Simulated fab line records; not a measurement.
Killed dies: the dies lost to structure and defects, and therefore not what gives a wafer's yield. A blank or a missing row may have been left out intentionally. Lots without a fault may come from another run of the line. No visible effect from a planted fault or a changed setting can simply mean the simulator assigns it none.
fab line records ; flow nandHarc ; part 1 of 2: steps 1 to 24 of 40
record: lots: 5; wafers: 15; lastDay: 22
route steps=1159 shown A_STAIRCASE@645
lots that met no fault: from a run of the same line without faults
startH: start of the lot's first displayed wafer, in hours after the record's first day ; waitH: time in hours since the lot's previous step ; " repeats the value in the row above ; L1.1+2: one row covering several wafers at once ; - either no value or no given start ; * or withheld: withheld ; < > ~ a bound
route shown NAME@n: NAME is a module with steps in the file, n the number in the route of the first one ; usual: mean/standard deviation of fault-free wafers ; same: alike in all rows ; chamber/n: place in a boat ; sites: each site's reading ; _std_site: the standard deviation of these ; _edge_site: mean of outer sites minus mean of inner sites ; radiusMm: for every site, how far away it sits from the centre of the wafer ; mask NAME#n: copy n ; behind: tool/chamber where the wafer was last shaped ; hold: what put the lot on hold/how long, in hours/how the hold closed ; device: transistor that didn't switch, given as n, p or np ; end of line: the same wafers' tests at the end of the route ; where a step has no rows: the recipe by itself ; killed: not the wafer's yield, but the dies lost to structure and defects at the first sort ; map: the dies of a wafer, with x for killed, . for not killed, _ for no die there
set.NAME: the setting the step ran with; set.NAME@STEP: the setting that earlier step ran with ; model.NAME: the simulator's own value behind a step, which no gauge read
lots seen at some steps along the route; tables by step, rows by wafer
services: the hour from which a tool's chamber was out of use, counted from the record's first day as startH (under 0 if before that day), plus the number of hours and why
== steps ==
step: NHARC_A_STAIRCASE_HARDBAKE_251
recipe: tempC: 120; timeS: 140
lot.wafer;tool;chamber;startH;waitH
L074.1+2+6;lithoTrack-07;0;248.14;-
L081.1+2+3;lithoTrack-05;0;277.03;-
L082.3+5+6;lithoTrack-05;0;294.20;-
L084.2+3+6;lithoTrack-05;0;314.79;-
L092.1+2+5;lithoTrack-05;0;345.33;-
step: NHARC_A_STAIRCASE_DESCUM_252
recipe: timeS: 3; o2FlowSccm: 200; arFlowSccm: 0; biasPowerW: 0; chemistry: O2
usual: drypumpMotorCurrentA: 5.5/0.42; oesProductAu: 1.005/0.0096; rfVppV: 57.7/0.9; showerheadPlenumPTorr: 1.88/0.067; throttleValvePct: 11.312/0.0095
lot.wafer;tool;chamber;startH;waitH;drypumpMotorCurrentA;oesProductAu;rfHoursCounterH;rfVppV;showerheadPlenumPTorr;throttleValvePct
L074.1;rieDiel-01;1;248.24;-;4.7;1.004;34;57.0;1.78;11.305
L074.2;rieDiel-01;3;248.24;-;5.3;0.997;38;58.3;1.94;11.307
L074.6;rieDiel-01;2;248.24;-;6.2;1.012;-;57.3;1.86;11.310
L081.3;rieDiel-04;3;277.13;-;5.3;1.004;53;57.6;1.83;11.320
L081.1;rieDiel-04;0;277.13;-;5.6;0.990;55;58.6;1.91;11.321
L081.2;rieDiel-04;1;277.13;-;5.0;1.001;58;58.0;1.92;11.318
L082.3;rieDiel-01;3;294.30;-;5.4;1.001;58;57.4;1.94;11.309
L082.5;rieDiel-01;0;294.30;-;5.9;1.019;-;57.3;1.78;11.308
L082.6;rieDiel-01;1;294.30;-;4.8;1.000;-;55.9;1.77;11.315
L084.2;rieDiel-02;1;314.88;-;5.5;1.004;53;57.6;1.94;11.312
L084.3;rieDiel-02;3;314.88;-;5.4;1.000;54;56.8;1.91;11.334
L084.6;rieDiel-02;1;314.88;-;5.5;1.012;-;57.1;1.94;11.294
L092.2;rieDiel-04;2;345.44;-;5.8;0.997;20;58.3;1.88;11.319
L092.1;rieDiel-04;0;345.44;-;5.6;1.005;21;57.4;1.90;11.315
L092.5;rieDiel-04;2;345.44;-;5.8;0.998;-;58.5;1.88;11.313
step: NHARC_A_STAIRCASE_ETCH_253
recipe: targetDepthA: 500; timeS: 20.2; ionEnergyEv: 400; c4f8FlowSccm: 20; o2FlowSccm: 10; arFlowSccm: withheld; rfW: 600; biasW: 1000; chemistry: C4F8/O2
usual: oesProductAu: 0.961/0.016; rfFwdPowerW: 588.7/2.4; rfVppV: 894/4.6
lot.wafer;tool;chamber;startH;waitH;oesProductAu;rfFwdPowerW;rfHoursCounterH;rfVppV
L074.1;rieDiel-01;1;248.42;0.2;0.944;589.3;34;888
L074.2;rieDiel-01;2;248.42;0.2;0.946;588.2;42;892
L074.6;rieDiel-01;1;248.42;0.2;0.946;590.8;-;887
L081.3;rieDiel-04;2;277.21;0.1;0.993;587.9;59;895
L081.2;rieDiel-04;3;277.21;0.1;0.980;591.0;53;890
L081.1;rieDiel-04;1;277.21;0.1;0.993;590.3;58;897
L082.3;rieDiel-01;2;294.37;0.1;0.961;589.3;62;890
L082.6;rieDiel-01;1;294.37;0.1;0.959;588.6;-;888
L082.5;rieDiel-01;2;294.37;0.1;0.974;587.1;-;890
L084.3;rieDiel-02;2;314.97;0.1;0.948;589.4;58;886
L084.2;rieDiel-02;0;314.97;0.1;0.937;589.0;51;893
L084.6;rieDiel-02;1;314.97;0.1;0.938;587.2;-;898
L092.1;rieDiel-04;0;345.52;0.1;0.983;593.4;21;894
L092.2;rieDiel-04;1;345.52;0.1;0.980;590.1;19;894
L092.5;rieDiel-04;0;345.52;0.1;0.978;592.2;-;894
step: NHARC_A_STAIRCASE_STRIP_254
recipe: powerW: 1500; tempC: 250; chemistry: O2
usual: drypumpMotorCurrentA: 5.9/0.41; heaterPowerW: 313/26
lot.wafer;tool;chamber;startH;waitH;drypumpMotorCurrentA;heaterPowerW;rfHoursCounterH
L074.1;plasmaAsher-02;0;248.52;-;6.3;322;16
L074.2;plasmaAsher-02;1;248.52;-;5.9;333;16
L074.6;plasmaAsher-02;0;248.52;-;6.4;344;-
L081.1;plasmaAsher-02;1;277.49;-;5.9;329;27
L081.2;plasmaAsher-02;0;277.49;-;6.4;336;27
L081.3;plasmaAsher-02;1;277.49;-;5.9;331;-
L082.3;plasmaAsher-01;0;294.59;-;6.0;272;-
L082.6;plasmaAsher-01;1;294.59;-;5.2;297;-
L082.5;plasmaAsher-01;0;294.59;-;6.0;263;-
L084.2;plasmaAsher-02;0;315.18;-;6.4;333;42
L084.3;plasmaAsher-02;1;315.18;-;5.9;336;-
L084.6;plasmaAsher-02;0;315.18;-;6.4;341;-
L092.1;plasmaAsher-02;0;345.60;-;6.3;337;53
L092.2;plasmaAsher-02;1;345.60;-;5.9;328;53
L092.5;plasmaAsher-02;1;345.60;-;5.9;324;-
step: NHARC_A_STAIRCASE_STRIP_255
recipe: timeS: 900; tempC: 130; chemistry: SPM
lot.wafer;tool;chamber;startH;waitH
L074.2+1+6;wetBench-09;4,7,1;248.86;0.3
L081.2+1+3;wetBench-05;6,0,3;277.85;0.3
L082.3+5+6;wetBench-06;1,3,5;294.80;0.2
L084.3+6+2;wetBench-09;6,1,3;315.48;0.2
L092.2+5+1;wetBench-09;3,5,7;345.96;0.3
step: NHARC_A_STAIRCASE_PRECLEAN_256
recipe: timeS: *; tempC: 50; bathAgeMin: 0; chemistry: SC1
lot.wafer;tool;chamber;startH;waitH
L074.2+1+6;wetBench-09;4,7,1;-;-
L081.2+1+3;wetBench-05;6,0,3;-;-
L082.3+5+6;wetBench-06;1,3,5;-;-
L084.3+6+2;wetBench-09;6,1,3;-;-
L092.2+5+1;wetBench-09;3,5,7;-;-
step: NHARC_A_STAIRCASE_SRD_257
lot.wafer;tool;chamber;startH;waitH
L074.2+1+6;wetBench-09;4,7,1;-;-
L081.2+1+3;wetBench-05;6,0,3;-;-
L082.3+5+6;wetBench-06;1,3,5;-;-
L084.3+6+2;wetBench-09;6,1,3;-;-
L092.2+5+1;wetBench-09;3,5,7;-;-
step: NHARC_A_STAIRCASE_HM_DEP_456
recipe: targetThkA: 15000; tempC: 400; material: aC
usual: throttleValvePct: 34.999/0.0086
lot.wafer;tool;chamber;startH;waitH;throttleValvePct
L074.1;aclDep-03;0;249.33;-;35.001
L074.2;aclDep-03;0;249.33;-;34.986
L074.6;aclDep-03;0;250.84;-;34.994
L081.1;aclDep-01;0;279.89;-;34.993
L081.2;aclDep-01;0;279.89;-;34.994
L081.3;aclDep-01;0;279.89;-;35.010
L082.3;aclDep-03;0;296.43;-;35.000
L082.5;aclDep-03;0;296.43;-;34.982
L082.6;aclDep-03;0;296.43;-;35.000
L084.2;aclDep-03;0;316.24;-;35.004
L084.3;aclDep-03;0;316.24;-;35.013
L084.6;aclDep-03;0;316.24;-;34.997
L092.1;aclDep-03;0;351.96;-;35.010
L092.2;aclDep-03;0;351.96;-;35.013
L092.5;aclDep-03;0;351.96;-;34.996
step: NHARC_A_STAIRCASE_DEP_259
recipe: targetThkA: 300; targetThkNm: 30; tempC: 400; pressureTorr: 3.5; flowSccm: 200; rfW: 350; material: SiON
usual: heaterPowerW: 670/55; rfFwdPowerW: 348.3/1.3
lot.wafer;tool;chamber;startH;waitH;heaterPowerW;rfFwdPowerW
L074.1;pecvd-01;2;251.27;1.6;701;349.9
L074.2;pecvd-01;1;251.27;1.6;682;346.8
L074.6;pecvd-01;2;251.27;1.6;680;347.8
L081.1;pecvd-02;2;281.77;1.6;645;348.5
L081.3;pecvd-02;0;281.77;1.6;701;347.8
L081.2;pecvd-02;1;281.77;1.6;696;350.1
L082.3;pecvd-02;0;297.75;1.0;616;348.4
L082.6;pecvd-02;0;297.75;1.0;634;347.0
L082.5;pecvd-02;2;297.75;1.0;671;351.3
L084.2;pecvd-03;1;317.85;1.3;704;347.6
L084.3;pecvd-03;2;317.85;1.3;580;349.1
L084.6;pecvd-03;0;317.85;1.3;640;349.5
L092.2;pecvd-01;1;353.85;1.3;751;349.0
L092.1;pecvd-01;2;353.85;1.3;695;348.3
L092.5;pecvd-01;0;353.85;1.3;764;347.1
step: NHARC_A_STAIRCASE_DEHYDRATE_281
recipe: tempC: 150; timeS: 120
lot.wafer;tool;chamber;startH;waitH
L074.1+2+6;lithoTrack-05;0;251.62;0.3
L081.1+2+3;lithoTrack-07;0;282.04;0.2
L082.3+5+6;lithoTrack-02;0;298.02;0.2
L084.2+3+6;lithoTrack-05;0;318.13;0.2
L092.1+2+5;lithoTrack-02;0;354.10;0.2
step: NHARC_A_STAIRCASE_HMDS_282
recipe: timeS: 30
lot.wafer;tool;chamber;startH;waitH
L074.1+2+6;lithoTrack-05;0;-;-
L081.1+2+3;lithoTrack-07;0;-;-
L082.3+5+6;lithoTrack-02;0;-;-
L084.2+3+6;lithoTrack-05;0;-;-
L092.1+2+5;lithoTrack-02;0;-;-
step: NHARC_A_STAIRCASE_COAT_283
recipe: spinRpm: 1200
lot.wafer;tool;chamber;startH;waitH
L074.1+2+6;lithoTrack-05;0;-;-
L081.1+2+3;lithoTrack-07;0;-;-
L082.3+5+6;lithoTrack-02;0;-;-
L084.2+3+6;lithoTrack-05;0;-;-
L092.1+2+5;lithoTrack-02;0;-;-
step: NHARC_A_STAIRCASE_SOFTBAKE_284
recipe: tempC: 135; timeS: 170
lot.wafer;tool;chamber;startH;waitH
L074.1+2+6;lithoTrack-05;0;-;-
L081.1+2+3;lithoTrack-07;0;-;-
L082.3+5+6;lithoTrack-02;0;-;-
L084.2+3+6;lithoTrack-05;0;-;-
L092.1+2+5;lithoTrack-02;0;-;-
step: NHARC_A_STAIRCASE_EBR_285
lot.wafer;tool;chamber;startH;waitH
L074.1+2+6;lithoTrack-05;0;-;-
L081.1+2+3;lithoTrack-07;0;-;-
L082.3+5+6;lithoTrack-02;0;-;-
L084.2+3+6;lithoTrack-05;0;-;-
L092.1+2+5;lithoTrack-02;0;-;-
step: NHARC_A_STAIRCASE_EXPOSE_286
recipe: na: 0.5; doseMj: 25.01; maskId: CHOP_100
lot.wafer;tool;chamber;startH;waitH;mask
L074.1+2+6;krfScanner-01;0;251.95;-;CHOP_100#0
L081.1+2+3;krfScanner-01;0;282.38;-;CHOP_100#0
L082.3+5+6;krfScanner-01;0;298.37;-;CHOP_100#0
L084.2+3+6;krfScanner-04;0;318.46;-;CHOP_100#0
L092.1+2+5;krfScanner-03;0;354.31;-;CHOP_100#0
step: NHARC_A_STAIRCASE_PEB_287
recipe: pebTempC: 115; pebTimeS: 130
lot.wafer;tool;chamber;startH;waitH
L074.1+2+6;lithoTrack-07;0;252.02;0.1
L081.1+2+3;lithoTrack-05;0;282.44;0.1
L082.3+5+6;lithoTrack-07;0;298.44;0.1
L084.2+3+6;lithoTrack-07;0;318.53;0.1
L092.1+2+5;lithoTrack-05;0;354.38;0.1
step: NHARC_A_STAIRCASE_DEVELOP_288
recipe: timeS: 140
lot.wafer;tool;chamber;startH;waitH
L074.1+2+6;lithoTrack-07;0;-;-
L081.1+2+3;lithoTrack-05;0;-;-
L082.3+5+6;lithoTrack-07;0;-;-
L084.2+3+6;lithoTrack-07;0;-;-
L092.1+2+5;lithoTrack-05;0;-;-
step: NHARC_A_STAIRCASE_HARDBAKE_290
recipe: tempC: 120; timeS: 140
lot.wafer;tool;chamber;startH;waitH
L074.1+2+6;lithoTrack-02;0;252.24;-
L081.1+2+3;lithoTrack-07;0;282.66;-
L082.3+5+6;lithoTrack-02;0;298.66;-
L084.2+3+6;lithoTrack-02;0;318.75;-
L092.1+2+5;lithoTrack-02;0;354.59;-
step: NHARC_A_STAIRCASE_DESCUM_291
recipe: timeS: 3; o2FlowSccm: 200; arFlowSccm: 0; biasPowerW: 0; chemistry: O2
usual: drypumpMotorCurrentA: 5.5/0.4; oesProductAu: 1.005/0.0096; rfVppV: 57.6/0.8; showerheadPlenumPTorr: 1.88/0.068; throttleValvePct: 11.311/0.0088
lot.wafer;tool;chamber;startH;waitH;drypumpMotorCurrentA;oesProductAu;rfHoursCounterH;rfVppV;showerheadPlenumPTorr;throttleValvePct
L074.1;rieDiel-02;0;252.33;-;5.9;0.999;31;56.4;1.89;11.319
L074.2;rieDiel-02;1;252.33;-;5.5;1.008;32;57.1;1.95;11.322
L074.6;rieDiel-02;0;252.33;-;6.0;1.008;-;56.4;1.89;11.299
L081.3;rieDiel-04;1;282.75;-;4.9;1.026;59;58.2;1.92;11.329
L081.1;rieDiel-04;3;282.75;-;5.3;1.005;54;57.7;1.83;11.314
L081.2;rieDiel-04;0;282.75;-;5.6;1.002;56;58.0;1.91;11.304
L082.3;rieDiel-01;2;298.75;-;6.2;0.998;62;57.4;1.85;11.300
L082.6;rieDiel-01;1;298.75;-;4.7;1.004;-;56.4;1.77;11.315
L082.5;rieDiel-01;2;298.75;-;6.3;1.001;-;58.0;1.85;11.312
L084.2;rieDiel-02;1;318.84;-;5.5;1.006;54;57.3;1.94;11.309
L084.3;rieDiel-02;0;318.84;-;6.0;1.011;53;56.6;1.88;11.317
L084.6;rieDiel-02;1;318.84;-;5.5;1.007;-;58.0;1.94;11.315
L092.1;rieDiel-04;3;354.69;-;5.2;1.000;23;58.5;1.82;11.325
L092.2;rieDiel-04;1;354.69;-;5.0;1.007;22;58.4;1.91;11.313
L092.5;rieDiel-04;0;354.69;-;5.6;1.007;-;57.3;1.90;11.312
step: NHARC_A_STAIRCASE_ETCH_292
recipe: cf4FlowSccm: 100; chf3FlowSccm: 30; arFlowSccm: 0; rfW: 500; biasW: 200; chemistry: CF4/CHF3
usual: chf3FlowSccm: 30.00/0.091; drypumpMotorCurrentA: 5.5/0.41; oesProductAu: 0.953/0.022; rfFwdPowerW: 497.0/1.6; rfVppV: 369.8/2; showerheadPlenumPTorr: 1.55/0.055; throttleValvePct: 16.803/0.0096
lot.wafer;tool;chamber;startH;waitH;chf3FlowSccm;drypumpMotorCurrentA;oesProductAu;rfFwdPowerW;rfHoursCounterH;rfVppV;showerheadPlenumPTorr;throttleValvePct
L074.2;rieDiel-02;3;252.42;0.1;29.98;5.4;0.967;496.8;32;371.6;1.58;16.800
L074.1;rieDiel-02;1;252.42;0.1;29.93;5.5;0.968;494.2;32;370.8;1.60;16.788
L074.6;rieDiel-02;3;252.42;0.1;30.04;5.4;0.975;495.9;-;370.8;1.58;16.793
L081.1;rieDiel-04;2;282.84;0.1;29.98;5.8;0.939;497.7;60;371.6;1.56;16.795
L081.3;rieDiel-04;3;282.84;0.1;29.81;5.2;0.962;500.9;54;368.4;1.51;16.795
L081.2;rieDiel-04;0;282.84;0.1;30.01;5.6;0.952;499.4;56;369.7;1.57;16.792
L082.3;rieDiel-01;1;298.86;0.1;29.99;4.8;0.927;495.2;55;366.0;1.46;16.821
L082.6;rieDiel-01;2;298.86;0.1;30.02;6.2;0.921;495.9;-;369.9;1.53;16.804
L082.5;rieDiel-01;3;298.86;0.1;30.18;5.4;0.919;500.3;-;371.0;1.59;16.814
L084.3;rieDiel-02;3;318.92;0.1;30.13;5.4;0.978;496.6;55;369.6;1.57;16.797
L084.2;rieDiel-02;2;318.92;0.1;29.98;5.2;0.974;502.1;60;366.9;1.46;16.802
L084.6;rieDiel-02;0;318.92;0.1;29.89;5.9;0.991;498.8;-;369.1;1.55;16.783
L092.1;rieDiel-04;3;354.77;0.1;30.19;5.2;0.925;495.5;23;368.4;1.50;16.804
L092.2;rieDiel-04;0;354.77;0.1;29.95;5.6;0.923;497.0;25;371.1;1.56;16.791
L092.5;rieDiel-04;3;354.77;0.1;30.13;5.2;0.928;498.0;-;369.8;1.50;16.804
step: NHARC_A_STAIRCASE_HM_OPEN_460
recipe: o2FlowSccm: 400; cosFlowSccm: 20; arFlowSccm: 0; rfW: 500; biasW: 300; chemistry: O2/COS
usual: drypumpMotorCurrentA: 5.5/0.42; oesProductAu: 1.004/0.0099; rfFwdPowerW: 499.1/1.6; rfVppV: 466.4/2.6; showerheadPlenumPTorr: 3.08/0.11; throttleValvePct: 28.331/0.008
lot.wafer;tool;chamber;startH;waitH;drypumpMotorCurrentA;oesProductAu;rfFwdPowerW;rfHoursCounterH;rfVppV;showerheadPlenumPTorr;throttleValvePct
L074.1;rieDiel-02;2;-;-;5.2;1.011;500.5;35;462.7;2.91;28.337
L074.2;rieDiel-02;3;-;-;5.4;0.984;497.9;32;467.6;3.13;28.337
L074.6;rieDiel-02;0;-;-;6.0;1.002;497.6;-;467.7;3.09;28.326
L081.1;rieDiel-04;1;-;-;5.0;1.005;498.7;59;467.6;3.13;28.340
L081.2;rieDiel-04;2;-;-;5.9;1.022;497.4;60;467.4;3.09;28.334
L081.3;rieDiel-04;0;-;-;5.6;0.990;500.6;56;466.9;3.12;28.338
L082.3;rieDiel-01;0;-;-;5.9;1.014;500.8;55;461.8;2.92;28.342
L082.6;rieDiel-01;3;-;-;5.4;1.015;498.8;-;469.7;3.16;28.328
L082.5;rieDiel-01;0;-;-;5.9;1.018;499.5;-;462.9;2.92;28.327
L084.3;rieDiel-02;3;-;-;5.4;0.995;497.4;55;466.0;3.12;28.336
L084.2;rieDiel-02;1;-;-;5.5;1.010;497.8;54;467.7;3.17;28.339
L084.6;rieDiel-02;0;-;-;6.0;1.006;500.1;-;465.8;3.08;28.330
L092.1;rieDiel-04;2;-;-;5.9;1.003;498.7;22;466.4;3.08;28.325
L092.2;rieDiel-04;3;-;-;5.3;0.999;499.6;23;463.0;2.98;28.325
L092.5;rieDiel-04;0;-;-;5.6;0.996;499.3;-;466.1;3.10;28.334
step: NHARC_A_STAIRCASE_STRIP_461
recipe: o2FlowSccm: 400; cosFlowSccm: 20; arFlowSccm: 0; biasW: 0; chemistry: O2/COS
lot.wafer;tool;chamber;startH;waitH
L074.1+2+6;rieDiel-02;2,3,1;-;-
L081.1+2+3;rieDiel-04;1,2,3;-;-
L082.3+5+6;rieDiel-01;1,3,0;-;-
L084.3+2+6;rieDiel-02;1,3,1;-;-
L092.1+2+5;rieDiel-04;1,2,0;-;-
step: NHARC_A_STAIRCASE_ETCH_452
recipe: targetDepthA: 300; overetchA: 30; timeS: 16.5; ionEnergyEv: 100; cf4FlowSccm: 80; o2FlowSccm: 20; arFlowSccm: 0; rfW: 300; biasW: 100; chemistry: CF4/O2
usual: drypumpMotorCurrentA: 5.5/0.41; oesProductAu: 1.003/0.0092; rfFwdPowerW: 293.9/1.2; rfVppV: 197.3/1.2; showerheadPlenumPTorr: 1.31/0.046; throttleValvePct: 13.398/0.009
lot.wafer;tool;chamber;startH;waitH;drypumpMotorCurrentA;oesProductAu;rfFwdPowerW;rfHoursCounterH;rfVppV;showerheadPlenumPTorr;throttleValvePct
L074.2;rieDiel-02;1;-;-;5.5;1.013;293.7;32;199.2;1.36;13.393
L074.1;rieDiel-02;2;-;-;5.2;1.029;295.0;35;195.3;1.24;13.398
L074.6;rieDiel-02;0;-;-;5.9;1.003;293.1;-;197.7;1.32;13.402
L081.3;rieDiel-04;2;-;-;5.9;1.007;291.9;60;198.0;1.32;13.395
L081.2;rieDiel-04;3;-;-;5.2;1.004;294.7;55;195.9;1.28;13.398
L081.1;rieDiel-04;0;-;-;5.6;0.988;295.0;56;197.9;1.33;13.387
L082.3;rieDiel-01;3;-;-;5.4;0.994;292.1;58;197.6;1.35;13.403
L082.5;rieDiel-01;2;-;-;6.2;1.001;292.7;-;196.3;1.29;13.405
L082.6;rieDiel-01;3;-;-;5.4;1.000;293.0;-;197.0;1.35;13.393
L084.3;rieDiel-02;3;-;-;5.4;0.995;291.1;55;197.7;1.33;13.398
L084.2;rieDiel-02;0;-;-;6.0;1.012;292.7;53;196.9;1.31;13.381
L084.6;rieDiel-02;3;-;-;5.4;0.994;291.9;-;198.3;1.34;13.410
L092.2;rieDiel-04;1;-;-;4.9;1.020;297.1;22;198.4;1.33;13.397
L092.1;rieDiel-04;3;-;-;5.3;0.999;295.4;23;194.5;1.27;13.402
L092.5;rieDiel-04;0;-;-;5.6;1.006;295.1;-;197.9;1.33;13.395
step: NHARC_A_STAIRCASE_ETCH_294
recipe: targetDepthA: 49920; timeS: 1212.4; ionEnergyEv: 800; c4f8FlowSccm: 80; o2FlowSccm: 60; arFlowSccm: withheld; rfW: 600; biasW: 3000; chemistry: C4F8/O2/Ar
usual: oesProductAu: 0.938/0.012; rfFwdPowerW: 599.7/1.8; rfVppV: 1823/9.1
lot.wafer;tool;chamber;startH;waitH;oesProductAu;rfFwdPowerW;rfHoursCounterH;rfVppV
L074.1;rieDiel-02;1;-;-;0.959;601.7;33;1831
L074.2;rieDiel-02;2;-;-;0.960;602.0;35;1809
L074.6;rieDiel-02;0;-;-;0.950;598.2;-;1823
L081.2;rieDiel-04;3;-;-;0.933;599.5;55;1815
L081.1;rieDiel-04;0;-;-;0.928;599.7;56;1827
L081.3;rieDiel-04;2;-;-;0.944;601.0;60;1825
L082.3;rieDiel-01;3;-;-;0.926;601.2;58;1831
L082.5;rieDiel-01;1;-;-;0.926;599.5;-;1808
L082.6;rieDiel-01;2;-;-;0.934;600.7;-;1819
L084.2;rieDiel-02;2;-;-;0.939;601.2;60;1807
L084.3;rieDiel-02;3;-;-;0.933;600.9;55;1827
L084.6;rieDiel-02;1;-;-;0.927;597.7;-;1829
L092.2;rieDiel-04;1;-;-;0.950;597.8;22;1826
L092.1;rieDiel-04;2;-;-;0.949;600.3;23;1824
L092.5;rieDiel-04;1;-;-;0.941;602.1;-;1825
